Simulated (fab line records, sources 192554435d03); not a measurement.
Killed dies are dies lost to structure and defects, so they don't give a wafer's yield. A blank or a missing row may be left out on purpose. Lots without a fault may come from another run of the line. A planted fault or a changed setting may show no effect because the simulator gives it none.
fab line records | flow n5_finfet
record lots=7 wafers=39
route steps=1938 shown WELL_APT@47 FIN_SAQP@125 DUMMY_GATE@243 SPACER0@260 SD_EPI_N@262 SD_EPI_P@314 HKMG_FIN@435 GATE_CUT@501
start_h: hours from the record's first day to the start of the lot's first wafer shown | wait_h: hours since the lot's step before | " the same as in the row above | L1.1+2: a row that stands for several wafers | - no value, or no start given | * or withheld: withheld | < > ~ a bound
route shown NAME@n: a module of which the file shows steps, and the number in the route of the first | usual: mean/standard deviation of fault-free wafers | same: alike in all rows | chamber/n: place in a boat | sites: the reading at each site | _std_site: their standard deviation | _edge_site: outer sites' mean less inner sites' | radius_mm: how far each site lies from the wafer's centre | mask NAME#n: copy n | behind: the tool/chamber that last shaped the wafer | hold: why the lot was held/for how many hours/how that ended | device: the transistor (n, p or np) that didn't switch | end of line: the same wafers' tests at the end of the route | a step without rows: its recipe alone | killed: dies lost to structure and defects at the first sort, not the wafer's yield | map: a wafer's dies, x killed, . not, _ none there
set.NAME: the setting as run; set.NAME@STEP: as run at that earlier step | model.NAME: the simulator's own value behind a step, which no gauge read
lots whose settings were changed on purpose; a table a step, a row a wafer
## steps
# step N5_WELL_APT_IMPLANT_31
# recipe species=B energy_kev=60 dose_cm2=1.5e+13 tilt_deg=0 rotation_deg=0
# columns lot.wafer tool chamber start_h wait_h set.energy_kev model.implant.rp_nm model.implant.drp_nm
L074.1+4+5 implanter-01 0 15.63 0.1 60 187.6 64.53
L074.2+3+6 " 0 " " 62.26 196.2 65.79
L076.1+2+3+4+5+6 implanter-02 0 27.12 0.1 60 189.3 64.53
L078.1+2+5 implanter-02 0 39.05 0.1 60 194.5 64.53
L080.1+2+4 implanter-01 0 51.17 0.1 60 191.5 64.53
L080.3+5+6 " 0 " " 66.23 220.9 67.91
L093.1+2+6 implanter-01 0 129.50 0.1 61.85 194.5 65.56
L093.3+4+5 " 0 " " 60 187.8 64.53
L094.1+2+6 implanter-02 0 136.25 0.1 66.53 224 68.07
L094.3+4+5 " 0 " " 60 192.8 64.53
L097.1+2+3+4+5+6 implanter-01 0 153.31 0.1 60 191.7 64.53
# step N5_FIN_SAQP_SPACER1_ALD_24
# recipe material=SiO2 target_thk_a=203 temp_c=300 ald_precursor_family=BDEAS ald_co_reactant=O2-plasma pulse_time_s=1 purge_time_s=2 co_reactant_purge_time_s=2 ald_cycles=218 pressure_torr=2
# columns lot.wafer tool chamber start_h wait_h set.ald_cycles model.SiO2_of_FIN_SAQP_SPACER1_ALD_24.thk_nm
L074.1 ald_sin-03 0 23.51 0.5 218 20.6
L074.2 " 3 " " 218 20.2
L074.3 " 2 " " 218 20.4
L074.4+6 " 1 " " 181 16.8
L074.5 " 0 " " 181 17.2
L076.1+6 ald_sin-03 0 35.46 0.3 232 21.6
L076.2+4 " 1,3 " " 218 20
L076.3 " 2 " " 218 20.2
L076.5 " 1 " " 232 21.4
L078.1+2+5 ald_sin-04 0,1,3 46.79 0.3 218 20.4
L080.1 ald_sin-03 3 59.62 0.3 218 20.2
L080.2 " 0 " " 188 17.6
L080.3+5 " 2 " " 218 20.4
L080.4+6 " 1 " " 188 17.4
L093.1+5+6 ald_sin-01 3,1,0 137.69 0.3 237 22
L093.2 " 1 " " 218 20.4
L093.3 " 2 " " 218 20.6
L093.4 " 0 " " 218 20.2
L094.1+2+3+4+6 ald_sin-01 2,1,0,3,0 145.33 0.6 218 20.2
L094.5 " 3 " " 218 20.4
L097.1+2+3 ald_sin-03 2,3,1 161.67 0.7 205 19
L097.4+5+6 " 0,1,2 " " 218 20.2
# step N5_FIN_SAQP_SPACER1_ETCHBACK_25
# recipe chemistry=CHF3/O2 mode=anisotropic_etchback target=SiO2 target_depth_a=244 time_s=12.2 pressure_mtorr=30 source_w=650 bias_w=170 Ar_flow_sccm=200 CHF3_flow_sccm=50 O2_flow_sccm=5 ion_energy_ev=200
# step N5_FIN_SAQP_MANDREL1_REMOVE_56
# recipe chemistry=HBr/Cl2/O2 bt_time_s=10 target=a-Si stop_on=SiNx endpoint=OES-SiCl over_etch_frac=1 icp_w=600 bias_w=22 HBr_flow_sccm=150 Cl2_flow_sccm=80 O2_flow_sccm=5 pressure_mtorr=10
# columns lot.wafer tool chamber start_h wait_h set.ald_cycles@FIN_SAQP_SPACER1_ALD_24 model.FIN_SAQP.cd_nm
L074.1 rie_si-03 2 24.48 0.1 218 20.4
L074.2 " 1 " " 218 20
L074.3 " 3 " " 218 20.2
L074.4 " 0 " " 181 16.6
L074.5 " 2 " " 181 17
L074.6 " 3 " " 181 16.8
L076.1+5+6 rie_si-03 2,2,1 36.27 0.1 232 21.4
L076.2+4 " 1,0 " " 218 20
L076.3 " 3 " " 218 20.2
L078.1 rie_si-02 0 47.74 0.1 218 20.4
L078.2 " 3 " " 218 20.6
L078.5 " 0 " " 218 20.2
L080.1 rie_si-03 0 60.49 0.1 218 20
L080.2+4 " 1,2 " " 188 17.4
L080.3 " 3 " " 218 20.4
L080.5 " 1 " " 218 20.2
L080.6 " 0 " " 188 17.2
L093.1+6 rie_si-03 1,0 138.62 0.1 237 22
L093.2 " 2 " " 218 20.2
L093.3 " 0 " " 218 20.6
L093.4 " 3 " " 218 20
L093.5 " 1 " " 237 21.8
L094.1+2+4+5+6 rie_si-02 0,3,1,0,3 146.23 0.1 218 20.2
L094.3 " 2 " " 218 20.4
L097.1+2+3 rie_si-03 1,0,3 162.49 0.1 205 19
L097.4+5+6 " 2,1,2 " " 218 20.2
# step N5_FIN_SAQP_CD_MEAS_27
# recipe target_cd_nm=20 landing_energy_ev=1000 detector=se_inlens polarity=line
# usual cd_nm=20.27/0.21
# columns lot.wafer tool chamber start_h wait_h set.ald_cycles@FIN_SAQP_SPACER1_ALD_24 cd_nm
L074.1 cd_sem-03 0 24.59 0.1 218 20.35
L074.2 " 0 " " 218 19.99
L074.3 " 0 " " 218 20.34
L074.4 " 0 " " 181 16.55
L074.5 " 0 " " 181 16.97
L074.6 " 0 " " 181 16.55
L076.1 cd_sem-03 0 36.38 0.1 232 21.80
L076.2 " 0 " " 218 19.58
L076.3 " 0 " " 218 20.20
L076.4 " 0 " " 218 20.08
L076.5 " 0 " " 232 21.30
L076.6 " 0 " " 232 21.51
L078.1 cd_sem-01 0 47.85 0.1 218 19.88
L078.2 " 0 " " 218 20.50
L078.5 " 0 " " 218 20.20
L080.1 cd_sem-03 0 60.60 0.1 218 20.33
L080.2 " 0 " " 188 17.65
L080.3 " 0 " " 218 20.05
L080.4 " 0 " " 188 17.06
L080.5 " 0 " " 218 20.20
L080.6 " 0 " " 188 17.31
L093.1 cd_sem-03 0 138.73 0.1 237 22.08
L093.2 " 0 " " 218 20.08
L093.3 " 0 " " 218 20.27
L093.4 " 0 " " 218 19.77
L093.5 " 0 " " 237 22.08
L093.6 " 0 " " 237 21.69
L094.1 cd_sem-03 0 146.34 0.1 218 20.21
L094.2 " 0 " " 218 20.14
L094.3 " 0 " " 218 20.47
L094.4 " 0 " " 218 20.05
L094.5 " 0 " " 218 19.99
L094.6 " 0 " " 218 20.18
L097.1 cd_sem-02 0 162.60 0.1 205 19.27
L097.2 " 0 " " 205 19.20
L097.3 " 0 " " 205 19.12
L097.4 " 0 " " 218 20.34
L097.5 " 0 " " 218 20.45
L097.6 " 0 " " 218 20.05
# step N5_DUMMY_GATE_ETCH_31
# recipe chemistry=C4F6/O2 target=SiO2 mask_material=SOC target_depth_a=825 time_s=27.5 ion_energy_ev=250 pressure_mtorr=30 source_w=345 bias_w=185 Ar_flow_sccm=300 C4F6_flow_sccm=10 O2_flow_sccm=10
# columns lot.wafer tool chamber start_h wait_h set.target_depth_a model.etch.depth_nm model.SOC_of_DUMMY_GATE_COAT_34.thk_nm
L074.1 rie_diel-03 3 48.08 0.0 825 85.13 51.6
L074.2 " 2 " " 825 81.75 51.6
L074.3 " 1 " " 825 83.87 51.2
L074.4 " 0 " " 825 82.18 52
L074.5 " 3 " " 825 84.59 51.6
L074.6 " 0 " " 825 82.79 51.8
L076.1 rie_diel-03 2 59.38 0.0 825 81.14 52.2
L076.2 " 3 " " 825 85.06 51.8
L076.3 " 1 " " 924.9 93.52 50.6
L076.4 " 0 " " 825 83.2 52
L076.5 " 1 " " 924.9 93.99 50.6
L076.6 " 0 " " 924.9 92.47 51.2
L078.1 rie_diel-03 0 70.37 0.0 825 82.88 51.8
L078.2 " 1 " " 825 82.82 51.4
L078.5 " 3 " " 825 85 51.6
L080.1 rie_diel-05 3 85.76 0.0 768.9 76.97 52.4
L080.2 " 2 " " 825 82.2 51.6
L080.3 " 0 " " 768.9 78.08 52.4
L080.4 " 1 " " 825 79.66 52.2
L080.5 " 3 " " 825 82.91 52
L080.6 " 2 " " 768.9 76.99 52.2
L093.1 rie_diel-05 3 164.68 0.0 729 72.03 52.6
L093.2 " 2 " " 825 80.1 51.4
L093.3 " 1 " " 729 69.97 52.8
L093.4 " 0 " " 825 82.27 51.6
L093.5 " 1 " " 825 78.99 52
L093.6 " 2 " " 729 71.2 52.6
L094.1 rie_diel-03 2 169.61 0.0 869.5 84.89 51.4
L094.2 " 0 " " 825 82.28 51.8
L094.3 " 1 " " 825 82.86 51.6
L094.4 " 3 " " 825 85.97 51.4
L094.5 " 1 " " 869.5 87.62 50.8
L094.6 " 0 " " 869.5 86.45 51.4
L097.1 rie_diel-03 0 185.04 0.0 825 81.91 52
L097.2 " 1 " " 825 82.67 51.4
L097.3 " 2 " " 744.5 73.01 52.6
L097.4 " 3 " " 825 85.21 51.6
L097.5 " 2 " " 744.5 73.13 52.6
L097.6 " 1 " " 744.5 74.47 52.4
# step N5_DUMMY_GATE_ETCH_44
# recipe chemistry=HBr/O2 over_etch_frac=0.7 target_depth_a=1275 stop_on=SiO2 ion_energy_ev=60 bias_w=20 target=poly-Si mask_material=SiO2 pressure_mtorr=20 icp_w=400 HBr_flow_sccm=120 O2_flow_sccm=10
# usual oes_product_au=0.729/0.013
# columns lot.wafer tool chamber start_h wait_h set.target_depth_a oes_product_au
L074.1 rie_si-05 2 48.42 0.0 1116 0.793
L074.2 " 3 " " 1275 0.731
L074.3 " 0 " " 1116 0.790
L074.4 " 1 " " 1275 0.747
L074.5 " 2 " " 1275 0.732
L074.6 " 1 " " 1116 0.799
L076.1 rie_si-05 1 59.71 0.0 1275 0.739
L076.2 " 0 " " 1275 0.728
L076.3 " 3 " " 1275 0.720
L076.4 " 2 " " 1149 0.782
L076.5 " 2 " " 1149 0.776
L076.6 " 3 " " 1149 0.760
L078.1 rie_si-04 2 70.71 0.0 1275 0.722
L078.2 " 0 " " 1275 0.748
L078.5 " 3 " " 1275 0.729
L080.1 rie_si-04 3 86.10 0.0 1435 0.703
L080.2 " 1 " " 1435 0.700
L080.3 " 0 " " 1275 0.747
L080.4 " 2 " " 1275 0.730
L080.5 " 3 " " 1275 0.750
L080.6 " 2 " " 1435 0.691
L093.1 rie_si-05 1 165.01 0.0 1275 0.743
L093.2 " 3 " " 1275 0.716
L093.3 " 2 " " 1275 0.731
L093.4 " 3 " " 1275 0.711
L093.5 " 1 " " 1275 0.745
L093.6 " 2 " " 1275 0.730
L094.1 rie_si-04 0 169.94 0.0 1219 0.759
L094.2 " 1 " " 1219 0.749
L094.3 " 3 " " 1219 0.751
L094.4 " 2 " " 1275 0.713
L094.5 " 1 " " 1275 0.732
L094.6 " 0 " " 1275 0.735
L097.1 rie_si-05 2 185.38 0.0 1275 0.735
L097.2 " 0 " " 1275 0.713
L097.3 " 1 " " 1275 0.745
L097.4 " 1 " " 1275 0.729
L097.5 " 2 " " 1275 0.725
L097.6 " 0 " " 1275 0.721
# step N5_SPACER0_ALD_08
# recipe material=SiNx target_thk_a=20 temp_c=400 ald_precursor_family=SiH2I2 ald_co_reactant=N2/H2-plasma pressure_torr=2
# columns lot.wafer tool chamber start_h wait_h set.target_thk_a
L074.1+3+4 ald_sin-02 1,0,2 49.51 0.1 18.95
L074.2+5+6 " 3,0,1 " " 20
L076.1+3+4 ald_sin-03 2,1,0 60.72 0.1 20
L076.2+5+6 " 3,3,2 " " 18.63
L078.1+2+5 ald_sin-02 3,0,0 71.55 0.1 20
L080.1+2+3+4+5+6 ald_sin-02 0,3,1,2,1,2 87.71 0.1 20
L093.1+2+3+4+5+6 ald_sin-02 3,0,1,2,1,0 166.08 0.1 20
L094.1+3+6 ald_sin-02 3,1,2 171.06 0.1 20
L094.2+4+5 " 2,0,3 " " 22.26
L097.1+4+5 ald_sin-03 3,2,2 188.26 0.1 20
L097.2+3+6 " 1,0,3 " " 22.63
# step N5_SD_EPI_N_COAT_32
# recipe resist=SOC temp_c=250 time_s=60 spin_rpm=1500 resist_thk_nm=350
# step N5_SD_EPI_N_STRIP_18
# recipe chemistry=SPM time_s=750 temp_c=130 h2so4_h2o2_vol_ratio=4
# step N5_SD_EPI_N_SRD_20
# recipe dry=ipa_marangoni do_ppb=5 time_s=30 temp_c=23 rinse_liquid=diw
# step N5_SD_EPI_N_PRECLEAN_48
# recipe chemistry=NF3:NH3 afs_cycles=2 temp_c=30 time_s=20 sublimation_temp_c=180 sublimation_time_s=60 pressure_torr=3 rf_power_w=30
# columns lot.wafer tool chamber start_h wait_h set.target_thk_a@SPACER0_ALD_08 model.SiNx_of_SPACER0_ALD_08.thk_nm
L074.1+3+4 epi_rpcvd-02 0 51.20 0.0 18.95 1.2
L074.2+5+6 " 0 " " 20 1.4
L076.1 epi_rpcvd-01 0 62.87 0.0 20 1.2
L076.2+5+6 " 0 " " 18.63 1.2
L076.3+4 " 0 " " 20 1.4
L078.1 epi_rpcvd-01 0 73.58 0.0 20 1.2
L078.2+5 " 0 " " 20 1.4
L080.1 epi_rpcvd-02 0 90.19 0.0 20 1.4
L080.2+3+4+5+6 " 0 " " 20 1.2
L093.1+2+3+4+5+6 epi_rpcvd-01 0 168.09 0.0 20 1.2
L094.1+3+6 epi_rpcvd-02 0 173.11 0.0 20 1.2
L094.2+4+5 " 0 " " 22.26 1.6
L097.1+4+5 epi_rpcvd-02 0 190.04 0.0 20 1.2
L097.2+3+6 " 0 " " 22.63 1.6
# step N5_SD_EPI_P_SD_RECESS_17
# recipe chemistry=HBr/Cl2/O2 target_depth_a=391 bt_time_s=3 pressure_mtorr=10 icp_w=800 bias_w=112 HBr_flow_sccm=150 Cl2_flow_sccm=80 O2_flow_sccm=12
# columns lot.wafer tool chamber start_h wait_h set.target_depth_a model.etch.depth_nm model.SD_EPI_P.feature_depth_nm
L074.1 rie_si-05 2 55.19 0.0 417.8 41.47 41.4
L074.2 " 0 " " 417.8 42.31 42.4
L074.3 " 1 " " 391 38.42 38.4
L074.4 " 3 " " 391 39.23 39.2
L074.5 " 2 " " 391 38.36 38.4
L074.6 " 1 " " 417.8 41.33 41.4
L076.1 rie_si-04 3 67.12 0.0 391 40.82 40.8
L076.2 " 1 " " 391 38.95 39
L076.3 " 0 " " 391 39.01 39
L076.4 " 2 " " 391 39.37 39.4
L076.5 " 3 " " 391 40.87 40.8
L076.6 " 0 " " 391 38.89 38.8
L078.1 rie_si-04 1 77.57 0.0 391 38.8 38.8
L078.2 " 0 " " 391 38.84 38.8
L078.5 " 0 " " 391 38.88 38.8
L080.1 rie_si-04 1 94.63 0.0 419.5 41.4 41.4
L080.2 " 0 " " 419.5 41.79 41.8
L080.3 " 3 " " 391 40.25 40.2
L080.4 " 2 " " 391 38.98 39
L080.5 " 2 " " 419.5 42.55 42.6
L080.6 " 1 " " 391 38.37 38.4
L093.1 rie_si-05 0 173.10 0.0 391 38.01 38
L093.2 " 1 " " 366.2 35.73 35.8
L093.3 " 3 " " 366.2 37.02 37
L093.4 " 2 " " 391 38.58 38.6
L093.5 " 3 " " 391 39.08 39
L093.6 " 2 " " 366.2 35.89 35.8
L094.1 rie_si-01 2 177.10 0.0 361.7 36.45 36.4
L094.2 " 1 " " 391 39.39 39.4
L094.3 " 3 " " 391 38.95 39
L094.4 " 0 " " 361.7 36.76 36.8
L094.5 " 0 " " 391 39.68 39.6
L094.6 " 3 " " 361.7 35.66 35.6
L097.1 rie_si-04 1 194.64 0.0 391 38.7 38.8
L097.2 " 2 " " 391 39.52 39.6
L097.3 " 3 " " 391 40.48 40.4
L097.4 " 0 " " 391 38.83 38.8
L097.5 " 0 " " 391 38.89 38.8
L097.6 " 1 " " 391 39.03 39
# step N5_HKMG_FIN_ETCH_32
# recipe chemistry=N2/H2 target=SOC target_depth_a=2400 temp_c=40 time_s=300 ion_energy_ev=200 mask_material=SiARC pressure_mtorr=30 source_w=840 bias_w=150 n2_flow_sccm=200 h2_flow_sccm=200
# columns lot.wafer tool chamber start_h wait_h set.target_depth_a model.etch.depth_nm model.HKMG_FIN.feature_depth_nm
L074.1 rie_diel-02 2 75.88 0.0 2400 236.4 236.4
L074.2 " 0 " " 2400 240.2 240.2
L074.3 " 1 " " 2400 228.8 228.8
L074.4 " 3 " " 2400 240.8 240.8
L074.5 " 3 " " 2400 239.8 239.8
L074.6 " 0 " " 2400 240 240
L076.1 rie_diel-06 1 88.65 0.0 2121 212.1 212
L076.2 " 3 " " 2121 213.9 214
L076.3 " 2 " " 2400 241.2 241.2
L076.4 " 0 " " 2400 235.2 235.2
L076.5 " 2 " " 2121 212.9 212.8
L076.6 " 1 " " 2400 237.4 237.4
L078.1 rie_diel-06 2 100.90 0.0 2400 239 239
L078.2 " 1 " " 2400 239.3 239.2
L078.5 " 0 " " 2400 235.2 235.2
L080.1 rie_diel-06 1 117.40 0.0 2235 220.4 220.4
L080.2 " 2 " " 2235 222.6 222.6
L080.3 " 0 " " 2235 215.7 215.8
L080.4 " 1 " " 2400 238 238
L080.5 " 0 " " 2400 235.5 235.6
L080.6 " 2 " " 2400 237.2 237.2
L093.1 rie_diel-06 2 194.13 0.0 2231 222.9 223
L093.2 " 3 " " 2231 234.8 234.8
L093.3 " 1 " " 2231 221.3 221.2
L093.4 " 0 " " 2400 244 244
L093.5 " 0 " " 2400 246 246
L093.6 " 3 " " 2400 252.8 252.8
L094.1 rie_diel-01 0 198.30 0.0 2635 252.4 252.4
L094.2 " 3 " " 2635 270.5 270.4
L094.3 " 2 " " 2400 243.7 243.6
L094.4 " 1 " " 2635 269 269
L094.5 " 1 " " 2400 244.3 244.2
L094.6 " 0 " " 2400 229.4 229.4
L097.1 rie_diel-06 3 216.61 0.0 2505 259.4 259.4
L097.2 " 1 " " 2400 238.6 238.6
L097.3 " 0 " " 2400 243.5 243.6
L097.4 " 0 " " 2505 252.7 252.6
L097.5 " 1 " " 2400 238.5 238.6
L097.6 " 3 " " 2505 260.8 260.8
# step N5_GATE_CUT_CUT_ETCH_54
# recipe chemistry=Cl2/BCl3 target=TiN mask_material=SiO2 target_depth_a=967 pressure_mtorr=10 icp_w=1000 bias_w=126 Cl2_flow_sccm=53.25 bcl3_flow_sccm=21.75 Ar_flow_sccm=25 ends=cleared
# usual etch_rf_on_time_s=36.5/0.52
# columns lot.wafer tool chamber start_h wait_h set.icp_w etch_rf_on_time_s
L074.1 rie_metal-01 0 84.61 0.0 1191 31.8
L074.2 " 1 " " 1191 31.1
L074.3 " 0 " " 1000 36.9
L074.4 " 1 " " 1000 36.0
L074.5 " 1 " " 1191 30.9
L074.6 " 0 " " 1000 37.1
L076.1 rie_metal-02 1 97.54 0.0 1000 36.1
L076.2 " 0 " " 938.1 38.2
L076.3 " 0 " " 938.1 38.0
L076.4 " 1 " " 938.1 38.0
L076.5 " 1 " " 1000 35.8
L076.6 " 0 " " 1000 35.8
L078.1 rie_metal-01 0 111.33 0.0 1000 37.1
L078.2 " 1 " " 1000 36.3
L078.5 " 1 " " 1000 36.1
L080.1 rie_metal-02 0 126.56 0.0 1000 36.2
L080.2 " 1 " " 881.7 40.7
L080.3 " 1 " " 1000 36.0
L080.4 " 0 " " 881.7 40.4
L080.5 " 0 " " 1000 36.0
L080.6 " 1 " " 881.7 40.6
L093.1 rie_metal-01 1 202.64 0.0 1000 36.3
L093.2 " 0 " " 1000 37.6
L093.3 " 0 " " 1049 35.6
L093.4 " 1 " " 1000 36.1
L093.5 " 0 " " 1049 35.6
L093.6 " 1 " " 1049 34.9
L094.1 rie_metal-02 0 207.53 0.0 1000 35.8
L094.2 " 1 " " 856.3 42.4
L094.3 " 0 " " 1000 36.2
L094.4 " 1 " " 856.3 42.0
L094.5 " 1 " " 1000 36.8
L094.6 " 0 " " 856.3 41.3
L097.1 rie_metal-02 0 225.76 0.0 1000 35.7
L097.2 " 1 " " 1000 36.4
L097.3 " 0 " " 1000 36.0
L097.4 " 1 " " 1000 36.1
L097.5 " 0 " " 1000 35.6
L097.6 " 1 " " 1000 36.0
## key
split step=N5_WELL_APT_IMPLANT_31 setting=energy_kev stated=60 by=wafer
response step=N5_WELL_APT_IMPLANT_31 reading=model.implant.rp_nm change=+2.79 per=1% r=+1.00
response step=N5_WELL_APT_IMPLANT_31 reading=model.implant.drp_nm change=+0.327 per=1% r=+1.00
split step=N5_FIN_SAQP_SPACER1_ALD_24 setting=ald_cycles stated=218 by=wafer
response step=N5_FIN_SAQP_SPACER1_ALD_24 reading=model.SiO2_of_FIN_SAQP_SPACER1_ALD_24.thk_nm change=+0.204 per=1% r=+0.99
response step=N5_FIN_SAQP_MANDREL1_REMOVE_56 reading=model.FIN_SAQP.cd_nm change=+0.202 per=1% r=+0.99
response step=N5_FIN_SAQP_CD_MEAS_27 reading=cd_nm change=+0.21 per=1% r=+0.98
split step=N5_DUMMY_GATE_ETCH_31 setting=target_depth_a stated=825 by=wafer
response step=N5_DUMMY_GATE_ETCH_31 reading=model.etch.depth_nm change=+0.819 per=1% r=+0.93
response step=N5_DUMMY_GATE_ETCH_31 reading=model.SOC_of_DUMMY_GATE_COAT_34.thk_nm change=-0.0873 per=1% r=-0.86
split step=N5_DUMMY_GATE_ETCH_44 setting=target_depth_a stated=1275 by=wafer
response step=N5_DUMMY_GATE_ETCH_44 reading=oes_product_au change=-0.00423 per=1% r=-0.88
split step=N5_SPACER0_ALD_08 setting=target_thk_a stated=20 by=wafer
response step=N5_SD_EPI_N_PRECLEAN_48 reading=model.SiNx_of_SPACER0_ALD_08.thk_nm change=+0.0313 per=1% r=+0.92
split step=N5_SD_EPI_P_SD_RECESS_17 setting=target_depth_a stated=391 by=wafer
response step=N5_SD_EPI_P_SD_RECESS_17 reading=model.etch.depth_nm change=+0.398 per=1% r=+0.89
response step=N5_SD_EPI_P_SD_RECESS_17 reading=model.SD_EPI_P.feature_depth_nm change=+0.401 per=1% r=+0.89
split step=N5_HKMG_FIN_ETCH_32 setting=target_depth_a stated=2400 by=wafer
response step=N5_HKMG_FIN_ETCH_32 reading=model.etch.depth_nm change=+2.53 per=1% r=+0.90
response step=N5_HKMG_FIN_ETCH_32 reading=model.HKMG_FIN.feature_depth_nm change=+2.53 per=1% r=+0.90
split step=N5_GATE_CUT_CUT_ETCH_54 setting=icp_w stated=1000 by=wafer
response step=N5_GATE_CUT_CUT_ETCH_54 reading=etch_rf_on_time_s change=* per=1% r=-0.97
